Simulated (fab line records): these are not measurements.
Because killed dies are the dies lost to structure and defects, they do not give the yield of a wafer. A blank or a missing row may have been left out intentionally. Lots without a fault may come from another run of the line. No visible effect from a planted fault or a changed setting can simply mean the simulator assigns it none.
A single fault, viewed from 3 desks -- flow n5 finfet -- each desk holds nothing but its own numbers, with what lay behind them at the end

TOOL OWNER'S DESK, rie diel-03
The tool's own readings at N5_BEOL_M7_ETCH_66 (etches SOC in N2/H2, target depth 80 nm, overetch 16 nm, time 120 s): means of the sampled wafers that have a number, for each lot that ran on this tool. The brackets show how far a lot's mean lies from the usual mean; more than 4 standard deviations puts the lot out of limits, marked OUT.
Columns: A = drypump motor current A at N5_BEOL_M7_ETCH_66, usual 5.7 A; B = oes product au at N5_BEOL_M7_ETCH_66, usual 0.60 a.u.; C = rf vpp V at N5_BEOL_M7_ETCH_66, usual 523.9 V; D = run length s at N5_BEOL_M7_ETCH_66, usual 143.3 s; E = showerhead plenum p Torr at N5_BEOL_M7_ETCH_66, usual 2.54 Torr; F = throttle valve pct at N5_BEOL_M7_ETCH_66, usual 17.84 %
lot,first seen here,A,B,C,D,E,F
L408,day 12 22:44,5.4,0.56,525.5,143.5,2.59,18.08
L423,day 16 17:24,5.2,0.64,526.2,137.8 (-12) OUT,2.60,17.88
This desk's verdict: out of limits on L423, starting with L423 at day 16 17:24 (run length s at N5_BEOL_M7_ETCH_66). In limits: L408.

THE DEFECT DESK
For each lot, the counts of the inspections along the route, averaged over the sampled wafers that have a number. The brackets show how far a lot's mean lies from the usual mean; more than 4 standard deviations puts the lot out of limits, marked OUT.
Columns: A = raw defect count at N5_BEOL_M7_INSPECT_30, usual 404
lot,first seen here,A
L410,day 12 11:51,358
L408,day 12 22:37,380
L424,day 16 07:16,393
L425,day 16 16:46,393
L423,day 16 16:56,353
Finding of this desk: none of the 5 lots has anything out of limits.

FROM THE METROLOGY DESK
What the gauges read for every lot (on any tool): the sampled wafers with a number, averaged. The brackets show how far a lot's mean lies from the usual mean; more than 4 standard deviations puts the lot out of limits, marked OUT.
Columns: A = cd nm at N5_BEOL_M7_CD_MEAS_28, usual 39.97 nm; B = V6_OVL at N5_BEOL_M7_OVL_MEAS_29, usual -0.3 nm
lot,first seen here,A,B
L410,day 12 11:46,39.89,-1.4
L408,day 12 22:32,40.12,-0.8
L424,day 16 07:10,40.16,0.1
L425,day 16 16:41,39.98,-0.2
L423,day 16 16:52,40.12,-0.2
Finding of this desk: none of the 5 lots has anything out of limits.

BROUGHT TOGETHER
At day 16 17:24, on L423, the tool owner's desk was in a position to raise an alarm.
The defect desk saw nothing out of limits.
Metrology desk: nothing out of limits seen.
The defect desk has L423 on record, within its limits.
The metrology desk has L423 on record, within its limits.
N5_BEOL_M7_ETCH_66 was run on rie diel-03 by each of the lots named.

WHAT THE SIMULATOR HAD PUT IN
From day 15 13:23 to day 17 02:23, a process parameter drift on rie diel-03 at N5_BEOL_M7_ETCH_66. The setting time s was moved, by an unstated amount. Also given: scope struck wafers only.
Struck lots among those shown: L423.
Hours from the fault's start to each desk's first reading out of limits: the tool owner's desk, 28.
